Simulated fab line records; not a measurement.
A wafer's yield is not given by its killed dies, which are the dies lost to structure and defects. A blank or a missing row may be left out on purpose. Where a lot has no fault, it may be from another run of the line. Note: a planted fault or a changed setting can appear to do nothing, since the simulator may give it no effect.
Matching of chambers :: flow nandHarc :: rieDiel-05 running NHARC_A_STAIRCASE_TRIM_12: 4 sister chambers
The step chemistry O2, time 211.2 s. 8 wafers are shown with their chamber, then 8 later ones without.

== EACH WAFER AND ITS CHAMBER ==
wafer: L077.2
chamber: 3
showerheadPlenumPTorr (Torr): 3.37
drypumpMotorCurrentA (A): 6.6

wafer: L079.1
chamber: 0
showerheadPlenumPTorr (Torr): 3.38
drypumpMotorCurrentA (A): 6.5

wafer: L078.2
chamber: 3
showerheadPlenumPTorr (Torr): 3.37
drypumpMotorCurrentA (A): 6.7

wafer: L078.6
chamber: 2
showerheadPlenumPTorr (Torr): 3.58
drypumpMotorCurrentA (A): 5.3

wafer: L080.1
chamber: 2
showerheadPlenumPTorr (Torr): 3.57
drypumpMotorCurrentA (A): 5.3

wafer: L080.2
chamber: 1
showerheadPlenumPTorr (Torr): 3.62
drypumpMotorCurrentA (A): 5.2

wafer: L080.4
chamber: 0
showerheadPlenumPTorr (Torr): 3.38
drypumpMotorCurrentA (A): 6.5

wafer: L081.3
chamber: 1
showerheadPlenumPTorr (Torr): 3.62
drypumpMotorCurrentA (A): 5.2

== WAFERS WITHOUT THEIR CHAMBER ==
wafer: L081.4
showerheadPlenumPTorr (Torr): 3.57
drypumpMotorCurrentA (A): 5.3

wafer: L081.6
showerheadPlenumPTorr (Torr): 3.36
drypumpMotorCurrentA (A): 6.7

wafer: L085.4
showerheadPlenumPTorr (Torr): 3.36
drypumpMotorCurrentA (A): 6.7

wafer: L085.5
showerheadPlenumPTorr (Torr): 3.61
drypumpMotorCurrentA (A): 5.2

wafer: L085.6
showerheadPlenumPTorr (Torr): 3.57
drypumpMotorCurrentA (A): 5.3

wafer: L086.2
showerheadPlenumPTorr (Torr): 3.56
drypumpMotorCurrentA (A): 5.3

wafer: L086.3
showerheadPlenumPTorr (Torr): 3.61
drypumpMotorCurrentA (A): 5.2

wafer: L086.5
showerheadPlenumPTorr (Torr): 3.61
drypumpMotorCurrentA (A): 5.2

== WHICH CHAMBER EACH WENT THROUGH ==
wafer: L081.4
from the rows above: 2
in truth: 2

wafer: L081.6
from the rows above: 3
in truth: 3

wafer: L085.4
from the rows above: 3
in truth: 3

wafer: L085.5
from the rows above: 1
in truth: 1

wafer: L085.6
from the rows above: 2
in truth: 2

wafer: L086.2
from the rows above: 2
in truth: 2

wafer: L086.3
from the rows above: 1
in truth: 1

wafer: L086.5
from the rows above: 1
in truth: 1
Correctly placed: 8 of 8. Number that these rows cannot place: 0. Number placed wrongly: 0.
How it was worked out, from the rows above alone: a wafer's distance from a chamber is the root of the sum, over the readings, of the square of ((its reading less the chamber's mean) divided by the reading's scatter). The wafer belongs to the nearest chamber; if the next one is less than 2 further off, it can't be placed. Each chamber's mean is taken over the wafers shown for it. How the scatter is found: for the shown wafers, subtract from each reading the mean of its chamber, square and add these, divide the total by (wafers less chambers), then take the root.
